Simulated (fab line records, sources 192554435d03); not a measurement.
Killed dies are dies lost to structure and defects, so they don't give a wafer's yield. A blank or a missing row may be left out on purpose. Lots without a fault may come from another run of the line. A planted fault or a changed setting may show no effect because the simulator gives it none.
fab line records | flow n5_finfet | part 2 of 2: steps 18 to 25 of 25
record lots=5 wafers=15 last_day=20
route steps=1938 shown HKMG_FIN@451 GATE_CUT@465
lots that met no fault: from a run of the same line without faults
start_h: hours from the record's first day to the start of the lot's first wafer shown | wait_h: hours since the lot's step before | " the same as in the row above | L1.1+2: a row that stands for several wafers | - no value, or no start given | * or withheld: withheld | < > ~ a bound
route shown NAME@n: a module of which the file shows steps, and the number in the route of the first | usual: mean/standard deviation of fault-free wafers | same: alike in all rows | chamber/n: place in a boat | sites: the reading at each site | _std_site: their standard deviation | _edge_site: outer sites' mean less inner sites' | radius_mm: how far each site lies from the wafer's centre | mask NAME#n: copy n | behind: the tool/chamber that last shaped the wafer | hold: why the lot was held/for how many hours/how that ended | device: the transistor (n, p or np) that didn't switch | end of line: the same wafers' tests at the end of the route | a step without rows: its recipe alone | killed: dies lost to structure and defects at the first sort, not the wafer's yield | map: a wafer's dies, x killed, . not, _ none there
set.NAME: the setting as run; set.NAME@STEP: as run at that earlier step | model.NAME: the simulator's own value behind a step, which no gauge read
lots at some steps of the route; a table a step, a row a wafer
services: from which hour (start_h, from the record's first day; less than 0 if before it) a tool's chamber was out of use, for how many hours, and why
## steps
# step N5_GATE_CUT_ETCH_58
# recipe chemistry=CH3F/O2 target=SiNx target_depth_a=170 time_s=128.6 ion_energy_ev=50 pressure_mtorr=30 source_w=415 bias_w=21 Ar_flow_sccm=150 CH3F_flow_sccm=30 O2_flow_sccm=20
# usual drypump_motor_current_A=5.7/0.38 oes_product_au=0.78/0.084 rf_vpp_V=99.0/0.97 showerhead_plenum_p_Torr=2.00/0.066 throttle_valve_pct=16.40/0.19
# columns lot.wafer tool chamber start_h wait_h drypump_motor_current_A oes_product_au rf_hours_counter_h rf_vpp_V showerhead_plenum_p_Torr throttle_valve_pct
L082.2 rie_diel-03 1 130.00 0.0 5.7 0.73 166 98.6 2.00 16.64
L082.5 " 3 " " 5.5 0.72 - 100.7 2.09 16.47
L082.6 " 0 " " 6.0 0.84 - 99.8 2.10 16.28
L090.2 rie_diel-03 3 174.28 0.1 5.5 0.70 178 99.1 2.08 16.49
L090.3 " 2 " " 5.7 0.70 208 99.8 1.91 16.50
L090.6 " 0 " " 5.9 0.81 - 97.1 2.10 16.29
L092.3 rie_diel-02 3 203.62 0.0 5.9 0.73 181 97.7 1.91 16.27
L092.4 " 0 " " 4.8 1.01 0 100.2 2.04 16.16
L092.6 " 3 " " 5.9 0.73 - 98.8 1.91 16.27
L093.2 rie_diel-05 0 204.59 0.0 5.8 0.70 213 99.8 1.98 16.19
L093.4 " 1 " " 5.3 0.91 39 99.3 2.04 16.02
L093.6 " 2 " " 6.2 0.97 - 99.4 1.96 16.23
L097.1 rie_diel-05 2 250.63 0.0 6.2 0.93 20 98.8 1.96 16.26
L097.2 " 3 " " 6.4 0.76 159 100.4 2.00 16.61
L097.3 " 1 " " 5.3 0.87 47 98.1 2.04 16.06
# step N5_GATE_CUT_STRIP_59
# recipe chemistry=N2/H2 time_s=20 power_w=100 temp_c=40 pressure_mtorr=100 rf_frequency_hz=6e+07 bias_power_w=3 n2_flow_sccm=300 h2_flow_sccm=300
# usual drypump_motor_current_A=5.7/0.38 oes_product_au=0.78/0.085 rf_vpp_V=45.2/0.75 showerhead_plenum_p_Torr=3.37/0.11 throttle_valve_pct=12.31/0.21
# columns lot.wafer tool chamber start_h wait_h drypump_motor_current_A oes_product_au rf_hours_counter_h rf_vpp_V showerhead_plenum_p_Torr throttle_valve_pct
L082.2 rie_diel-03 1 130.10 0.1 5.8 0.75 166 45.7 3.37 12.60
L082.5 " 3 " " 5.5 0.72 - 45.5 3.51 12.34
L082.6 " 0 " " 5.9 0.83 - 46.2 3.56 12.26
L090.2 rie_diel-03 3 174.38 0.1 5.5 0.70 179 45.8 3.50 12.37
L090.3 " 2 " " 5.7 0.70 208 44.9 3.22 12.40
L090.6 " 0 " " 5.9 0.81 - 45.3 3.55 12.28
L092.3 rie_diel-02 3 203.72 0.1 5.9 0.73 182 44.7 3.23 12.32
L092.4 " 0 " " 4.8 1.02 0 45.3 3.45 11.99
L092.6 " 3 " " 5.9 0.73 - 44.4 3.23 12.32
L093.2 rie_diel-05 0 204.69 0.1 5.8 0.70 213 45.9 3.34 12.22
L093.4 " 1 " " 5.4 0.91 39 45.9 3.44 11.92
L093.6 " 2 " " 6.2 0.97 - 44.0 3.32 11.95
L097.1 rie_diel-05 2 250.73 0.1 6.2 0.92 20 45.2 3.31 12.00
L097.2 " 3 " " 6.4 0.75 159 45.1 3.36 12.48
L097.3 " 1 " " 5.4 0.88 47 45.3 3.44 11.93
# step N5_GATE_CUT_PRECLEAN_31
# recipe temp_c=23 chemistry=DIW time_s=300
# usual bath_heat_duty_pct=3.7/0.58
# columns lot.wafer tool chamber start_h wait_h bath_heat_duty_pct
L082.2 wet_bench-06 7 130.19 0.1 4.1
L082.5 " 0 " " 3.3
L082.6 " 1 " " 3.7
L090.2 wet_bench-06 2 174.46 0.1 4.4
L090.3 " 7 " " 4.1
L090.6 " 4 " " 4.2
L092.3 wet_bench-03 7 203.80 0.1 3.5
L092.4 " 3 " " 4.1
L092.6 " 6 " " 3.8
L093.2 wet_bench-06 0 204.77 0.1 3.3
L093.4 " 2 " " 3.9
L093.6 " 6 " " 3.1
L097.1 wet_bench-03 5 250.82 0.1 3.5
L097.2 " 1 " " 4.2
L097.3 " 4 " " 2.7
# step N5_GATE_CUT_SRD_32
# recipe time_s=30 temp_c=23 rinse_liquid=diw dry=ipa_marangoni
# usual bath_heat_duty_pct=3.7/0.57
# columns lot.wafer tool chamber start_h wait_h bath_heat_duty_pct
L082.2 wet_bench-06 7 130.27 0.0 4.4
L082.5 " 0 " " 3.3
L082.6 " 1 " " 3.2
L090.2 wet_bench-06 2 174.55 0.0 4.4
L090.3 " 7 " " 4.4
L090.6 " 4 " " 4.8
L092.3 wet_bench-03 7 203.89 0.0 3.2
L092.4 " 3 " " 3.4
L092.6 " 6 " " 4.1
L093.2 wet_bench-06 0 204.86 0.0 3.4
L093.4 " 2 " " 3.8
L093.6 " 6 " " 3.9
L097.1 wet_bench-03 5 250.90 0.0 3.9
L097.2 " 1 " " 4.1
L097.3 " 4 " " 3.5
# step N5_GATE_CUT_SAC_CAP_01
# recipe material=SiNx target_thk_a=240 temp_c=400 ald_precursor_family=SiH2I2 ald_co_reactant=N2/H2-plasma pulse_time_s=1 ald_cycles=480 purge_time_s=2 co_reactant_purge_time_s=2 pressure_torr=2
# usual heater_power_w=840/95 precursor_pulse_height_rel=1.001/0.02
# columns lot.wafer tool chamber start_h wait_h heater_power_w precursor_pulse_height_rel
L082.2 ald_sin-03 2 130.32 0.0 1047 0.986
L082.5 " 0 131.40 1.1 803 1.037
L082.6 " 1 " " 828 1.001
L090.2 ald_sin-03 0 174.59 0.0 816 0.993
L090.3 " 2 " " 1059 1.014
L090.6 " 1 175.68 1.1 843 0.979
L092.3 ald_sin-03 2 203.94 0.0 1055 0.996
L092.4 " 3 205.02 1.1 712 0.951
L092.6 " 1 " " 856 0.977
L093.2 ald_sin-04 3 204.90 0.0 985 0.997
L093.4 " 0 " " 697 0.983
L093.6 " 3 205.99 1.1 985 1.025
L097.1 ald_sin-02 0 250.95 0.0 773 0.994
L097.2 " 2 " " 737 0.981
L097.3 " 3 " " 837 1.001
# step N5_GATE_CUT_PECVD_57
# recipe material=SiNx target_thk_a=210 temp_c=400 precursor=SiH4/NH3/N2 pressure_torr=1.5 rf_w=300
# usual heater_power_w=754/99 showerhead_plenum_p_Torr=5.17/0.11 throttle_valve_pct=39.9/2.3
# columns lot.wafer tool chamber start_h wait_h heater_power_w showerhead_plenum_p_Torr throttle_valve_pct
L082.2 pecvd-04 1 132.51 1.1 716 5.18 44.3
L082.5 " 0 " " 699 5.37 40.6
L082.6 " 2 " " 810 5.22 37.2
L090.2 pecvd-01 2 176.79 1.1 988 5.07 39.6
L090.3 " 0 " " 826 5.10 42.0
L090.6 " 1 " " 599 4.99 38.9
L092.3 pecvd-04 0 206.13 1.1 742 5.35 40.6
L092.4 " 1 " " 776 5.17 44.3
L092.6 " 0 " " 743 5.35 40.5
L093.2 pecvd-04 2 207.10 1.1 864 5.22 37.6
L093.4 " 0 " " 740 5.37 40.8
L093.6 " 2 " " 857 5.23 37.8
L097.1 pecvd-04 2 253.14 1.1 808 5.21 38.1
L097.2 " 0 " " 748 5.36 40.6
L097.3 " 1 " " 761 5.18 44.3
# step N5_GATE_CUT_CMP_02
# recipe stop_on=SiO2 t_overpolish_s=12.7 post_cmp_clean=alkaline_brush down_force_psi=2.5 platen_rpm=51.8 pad_velocity_m_s=1.0307 target_thk_nm=0
# usual motor_current_A=9.6/1.2 overpolish_run_s=12.701/0.0087 retaining_ring_pressure_frac=0.999/0.0051 time_to_endpoint_s=26.0/2
# columns lot.wafer tool chamber start_h wait_h motor_current_A overpolish_run_s retaining_ring_pressure_frac time_to_endpoint_s
L082.2 cmp-03 0 132.70 0.2 9.7 12.704 1.000 26.2
L082.6 " 1 " " 13.8 12.687 1.001 25.2
L082.5 " 2 " " 9.3 12.705 1.002 27.1
L090.3 cmp-01 3 176.90 0.1 8.4 12.708 0.991 25.7
L090.2 " 1 " " 9.8 12.703 1.010 24.4
L090.6 " 2 " " 9.8 12.696 0.994 23.2
L092.4 cmp-04 1 206.20 0.0 9.2 12.696 1.006 26.1
L092.3 " 2 " " 8.3 12.700 1.002 27.3
L092.6 " 1 " " 9.6 12.713 1.002 26.0
L093.4 cmp-01 0 207.25 0.1 8.2 12.699 0.993 25.5
L093.2 " 1 " " 10.0 12.698 0.997 23.8
L093.6 " 3 " " 7.9 12.695 0.998 24.7
L097.3 cmp-01 0 253.22 0.1 8.8 12.693 0.996 27.5
L097.2 " 2 " " 9.9 12.709 0.995 23.7
L097.1 " 3 " " 8.3 12.698 0.997 24.9
# step N5_GATE_CUT_HM_DEP_46
# recipe material=SiO2 target_thk_a=1300 temp_c=400 precursor=TEOS/O2 pressure_torr=6.5 rf_w=900 teos_flow_sccm=161.4 gas=O2 flow_sccm=2650 time_s=26.6
# usual heater_power_w=528/84 showerhead_plenum_p_Torr=8.37/0.058 throttle_valve_pct=18.6/1.1
# columns lot.wafer tool chamber start_h wait_h heater_power_w showerhead_plenum_p_Torr throttle_valve_pct
L082.2 pecvd-01 0 132.92 0.0 496 8.31 19.6
L082.5 " 2 " " 753 8.29 18.2
L082.6 " 1 " " 475 8.27 18.2
L090.2 pecvd-04 1 177.19 0.0 634 8.35 20.6
L090.3 " 0 " " 532 8.44 19.2
L090.6 " 2 " " 541 8.37 17.5
L092.3 pecvd-02 1 206.53 0.0 546 8.35 18.4
L092.4 " 1 " " 562 8.36 18.4
L092.6 " 0 " " 442 8.42 18.2
L093.2 pecvd-01 0 207.50 0.0 608 8.34 19.6
L093.4 " 2 " " 706 8.30 18.6
L093.6 " 1 " " 451 8.26 18.3
L097.1 pecvd-02 0 253.55 0.0 422 8.44 18.4
L097.2 " 1 " " 542 8.35 18.5
L097.3 " 2 " " 554 8.30 17.3
## services
# columns tool chamber start_h hours kind
rie_diel-04 1 106.06 2.9 repair
cmp-04 - 123.36 5.2 pm
cmp-04 - 136.81 1.7 repair
pecvd-04 0 137.29 5.8 repair
cvd_w-02 0 138.99 14.4 repair
cmp-04 - 149.20 4.0 pm
pecvd-04 2 151.83 10.6 repair
rie_diel-05 - 153.22 28.1 pm
cmp-02 - 160.77 1.0 repair
rie_diel-01 0 161.28 4.4 repair
rie_diel-01 1 187.71 6.8 repair
rie_diel-05 3 189.24 1.3 repair
cvd_w-02 - 193.31 6.0 pm
cmp-02 - 204.15 0.5 repair
rie_diel-05 - 207.38 2.6 repair
cmp-04 - 211.44 3.1 repair
rie_metal-03 - 212.47 1.0 repair
rie_diel-05 1 213.83 14.7 repair
rie_metal-03 - 214.10 2.8 pm
rie_diel-05 - 217.62 0.7 repair
rie_diel-05 3 227.96 6.0 repair
rie_diel-05 1 229.85 2.6 repair
rie_diel-01 - 234.77 2.8 pm
rie_diel-05 0 249.90 1.2 repair
